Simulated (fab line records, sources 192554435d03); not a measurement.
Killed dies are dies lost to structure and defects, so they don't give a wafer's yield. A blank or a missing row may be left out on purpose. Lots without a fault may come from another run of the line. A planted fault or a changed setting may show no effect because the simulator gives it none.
Split-lot experiment | flow n5_finfet | 7 lots, 39 wafers read, on a route of 1938 steps

THE SPLIT
At N5_BEOL_M8_TRENCH_ETCH_37 (etches SiCOH lowk in C4F6/O2, target depth 93.478 nm, time 31.2 s), the setting target_depth_a was moved away from the recipe's 934.78 angstrom on 9 of the 39 wafers read, by -58.7% to +30.9%. The other wafers ran this setting at the recipe's value.

FROM THE SPLIT TO THE READING: what the file shows between them, 8 steps
- N5_BEOL_M8_ETCH_41: etches SiCN in CH3F/O2, target depth 31.9 nm, time 57.8 s
- N5_BEOL_M8_STRIP_80: strips in N2/H2, time 10 s
- N5_BEOL_M8_OCD_MEAS_38
- N5_BEOL_M8_HM_STRIP_39: strips TiN in peroxide tin strip, target depth 25 nm, time 158 s
- N5_BEOL_M8_SRD_40: time 30 s
- N5_BEOL_M8_ECD_50: material Cu, target thk 300 nm
- N5_BEOL_M8_ANNEAL_51: time 90 s
- N5_BEOL_M8_CMP_52: polishes, stops on SiCOH lowk, t overpolish 6.9 s, target thk 80 nm

THE READING
M8_THK, in nm, at N5_BEOL_M8_THK_MEAS_53 (measures by xrf). Fault-free wafers of this fab line usually give 78.5 nm, standard deviation 1.9 nm.

wafer  | tool, chamber at the split | target_depth_a as run, angstrom | against the recipe | M8_THK, nm | against lot-mates on the recipe
L079.1 | rie_diel-01, 0             | 934.78                          | recipe             | 78.9       | -
L079.2 | rie_diel-01, 3             | 934.78                          | recipe             | 77.6       | -
L079.3 | rie_diel-01, 1             | 934.78                          | recipe             | 80.5       | -
L079.4 | rie_diel-01, 2             | 934.78                          | recipe             | 76.9       | -
L079.5 | rie_diel-01, 2             | 934.78                          | recipe             | 77.8       | -
L079.6 | rie_diel-01, 3             | 934.78                          | recipe             | 75.7       | -
L081.1 | rie_diel-04, 2             | 934.78                          | recipe             | 78.2       | -
L081.2 | rie_diel-04, 1             | 934.78                          | recipe             | 76.5       | -
L081.3 | rie_diel-04, 3             | 934.78                          | recipe             | 77.1       | -
L081.4 | rie_diel-04, 0             | 934.78                          | recipe             | 79.8       | -
L081.5 | rie_diel-04, 0             | 934.78                          | recipe             | 78.5       | -
L081.6 | rie_diel-04, 1             | 934.78                          | recipe             | 79.5       | -
L082.1 | rie_diel-04, 1             | 934.78                          | recipe             | 79.0       | -
L082.2 | rie_diel-04, 0             | 554.6                           | -40.7%             | 41.2       | -37.8
L082.3 | rie_diel-04, 3             | 554.6                           | -40.7%             | 41.1       | -37.9
L082.4 | rie_diel-04, 2             | 934.78                          | recipe             | 78.8       | -
L082.5 | rie_diel-04, 1             | 554.6                           | -40.7%             | 39.2       | -39.8
L082.6 | rie_diel-04, 0             | 934.78                          | recipe             | 79.3       | -
L083.1 | rie_diel-04, 0             | 934.78                          | recipe             | 80.2       | -
L083.2 | rie_diel-04, 1             | 934.78                          | recipe             | 76.7       | -
L083.3 | rie_diel-04, 3             | 934.78                          | recipe             | 74.5       | -
L083.4 | rie_diel-04, 2             | 1224                            | +30.9%             | 104.7      | +27.6
L083.5 | rie_diel-04, 1             | 1224                            | +30.9%             | 105.1      | +28.0
L083.6 | rie_diel-04, 2             | 1224                            | +30.9%             | 106.4      | +29.3
L084.1 | rie_diel-02, 1             | 934.78                          | recipe             | 80.6       | -
L084.2 | rie_diel-02, 3             | 934.78                          | recipe             | 78.9       | -
L084.3 | rie_diel-02, 2             | 934.78                          | recipe             | 80.1       | -
L084.4 | rie_diel-02, 0             | 934.78                          | recipe             | 78.4       | -
L084.5 | rie_diel-02, 0             | 934.78                          | recipe             | 78.1       | -
L084.6 | rie_diel-02, 3             | 934.78                          | recipe             | 80.9       | -
L086.1 | rie_diel-04, 3             | 934.78                          | recipe             | 77.6       | -
L086.5 | rie_diel-04, 0             | 934.78                          | recipe             | 79.7       | -
L086.6 | rie_diel-04, 3             | 934.78                          | recipe             | 77.3       | -
L093.1 | rie_diel-04, 3             | 385.7                           | -58.7%             | 23.4       | -53.4
L093.2 | rie_diel-04, 2             | 385.7                           | -58.7%             | 23.1       | -53.7
L093.3 | rie_diel-04, 1             | 934.78                          | recipe             | 75.6       | -
L093.4 | rie_diel-04, 0             | 934.78                          | recipe             | 79.4       | -
L093.5 | rie_diel-04, 1             | 385.7                           | -58.7%             | 22.6       | -54.2
L093.6 | rie_diel-04, 2             | 934.78                          | recipe             | 75.5       | -

THE FIT
A straight line over all 39 wafers: M8_THK changes by +0.925 nm for each +1% of target_depth_a; r = +1.00; the points scatter about the line by 1.6 nm.
The same after taking each lot's own level away (the mean of its wafers on the recipe; 39 wafers): +0.923 nm for each +1%; r = +1.00; scatter 1.3 nm.
On that fit, the largest move of target_depth_a shifts the reading by 54 nm.
The lots' own levels span 76.83 to 79.50 nm, that is 1.4 times the standard deviation above.
So the lot-to-lot level changes the slope little: the two slopes agree.
Check: with one of the wafers moved furthest among these (-58.7%) left out of the fit, the line predicts -54.5 nm for it against its lot-mates. It came out at -53.4 nm against them.

OTHER SPLITS ON THESE WAFERS
These wafers also went through other splits before the reading. Each is held against what the fit with the lots' levels taken away leaves over:
other split on the same wafers           | wafers away from the commonest value | r with M8_THK (lot level and that fit taken away)
N5_BEOL_M3_TRENCH_ETCH_37 target_depth_a | 6                                    | +0.08
N5_BEOL_M6_ILD_DEP_00 time_s             | 12                                   | +0.00

THE WHOLE CHAIN: every reading that the file lists as answering this split, in the file's order
step                      | what it does                                                        | reading                                                                          | change (the file's fit)                                                              | r (the file's)
N5_BEOL_M8_TRENCH_ETCH_37 | etches SiCOH lowk in C4F6/O2, target depth 93.478 nm, time 31.2 s   | etch.depth_nm (the simulator's own value, which no gauge read)                   | +0.92 nm for each +1% of the setting                                                 | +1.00
N5_BEOL_M8_TRENCH_ETCH_37 | etches SiCOH lowk in C4F6/O2, target depth 93.478 nm, time 31.2 s   | BEOL_M8.feature_depth_nm (the simulator's own value, which no gauge read)        | +0.92 nm for each +1% of the setting                                                 | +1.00
N5_BEOL_M8_TRENCH_ETCH_37 | etches SiCOH lowk in C4F6/O2, target depth 93.478 nm, time 31.2 s   | TiN_of_BEOL_M8_HM_DEP_02.thk_nm (the simulator's own value, which no gauge read) | -0.0251 nm for each +1% of the setting                                               | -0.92
N5_BEOL_M8_OCD_MEAS_38    |                                                                     | trench_depth_nm                                                                  | +0.922 nm for each +1% of the setting                                                | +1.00
N5_BEOL_M8_CMP_52         | polishes, stops on SiCOH lowk, t overpolish 6.9 s, target thk 80 nm | Cu_of_BEOL_M8_ECD_50.thk_nm (the simulator's own value, which no gauge read)     | +0.931 nm for each +1% of the setting                                                | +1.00
N5_BEOL_M8_THK_MEAS_53    | measures by xrf                                                     | M8_THK                                                                           | +0.924 for each +1% of the setting                                                   | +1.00
N5_BEOL_M8_RS_MEAS_57     | measures by four-point-probe                                        | M8_RS                                                                            | not straight: 1.391 at the lowest setting, 0.290 at the recipe, 0.205 at the highest | not given

THE FILE'S OWN FIT
M8_THK changes by +0.924 nm for each +1% of target_depth_a, r = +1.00.
